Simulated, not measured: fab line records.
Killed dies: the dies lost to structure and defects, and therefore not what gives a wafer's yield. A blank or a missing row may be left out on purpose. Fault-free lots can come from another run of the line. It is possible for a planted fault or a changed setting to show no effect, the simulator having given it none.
Matching of chambers ; flow nand-harc ; rie-diel-11 running NHARC_P_ZERO_WELL_DESCUM_39: 4 sister chambers
The step chemistry O2, time 3 s. 18 wafers are shown with their chamber, then 9 later ones without.

## WAFERS, EACH WITH ITS CHAMBER
wafer;chamber;showerhead-plenum-p-Torr (Torr);oes-product-au (a.u.);throttle-valve-pct (%)
L075.3;2;1.94;0.995;11.307
L075.4;0;1.82;1.003;11.306
L075.6;1;1.95;0.995;11.300
L077.1;2;1.93;0.996;11.305
L077.2;3;1.85;0.996;11.311
L077.3;0;1.82;1.005;11.325
L078.2;1;1.95;0.997;11.308
L078.4;2;1.93;0.990;11.296
L078.6;0;1.82;1.003;11.321
L079.1;1;1.95;0.994;11.308
L079.2;2;1.93;0.982;11.304
L079.4;0;1.82;1.002;11.325
L080.1;1;1.95;0.985;11.315
L080.2;3;1.85;0.991;11.305
L080.4;0;1.82;0.991;11.315
L081.3;3;1.85;0.991;11.304
L081.4;0;1.82;0.994;11.298
L081.6;3;1.85;0.993;11.337

SIGNATURES (averages over the wafers above)
reading;chamber 0;chamber 1;chamber 2;chamber 3;scatter within a chamber
showerhead-plenum-p-Torr;1.8200;1.9500;1.9325;1.8500;0.00231
oes-product-au;0.99967;0.99275;0.99075;0.99275;0.00526
throttle-valve-pct;11.31500;11.30775;11.30300;11.31425;0.0104
Rule: for a wafer and a chamber, the distance is found by dividing, reading by reading, the gap between the wafer's reading and the chamber's mean by the reading's scatter, squaring, summing and taking the root. The wafer belongs to the nearest chamber; if the next one is less than 2 further off, it can't be placed. The scatter: take each reading less its chamber's mean, square it, sum over the shown wafers, divide by the number of wafers less the number of chambers, and take the root.

## WAFERS WITH NO CHAMBER GIVEN
wafer;showerhead-plenum-p-Torr (Torr);oes-product-au (a.u.);throttle-valve-pct (%)
L085.4;1.95;0.991;11.318
L085.5;1.85;1.008;11.322
L085.6;1.82;1.007;11.312
L093.1;1.85;0.999;11.315
L093.3;1.82;0.997;11.315
L093.5;1.95;0.989;11.318
L097.2;1.85;1.011;11.309
L097.3;1.82;1.001;11.314
L097.6;1.82;0.994;11.309

## WHICH CHAMBER EACH ONE RAN IN
wafer;from the rows above;in truth
L085.4;1;1
L085.5;3;3
L085.6;0;0
L093.1;3;3
L093.3;0;0
L093.5;1;1
L097.2;3;3
L097.3;0;0
L097.6;0;0
9 of 9 placed correctly. Not placeable from these rows: 0. Number placed wrongly: 0.
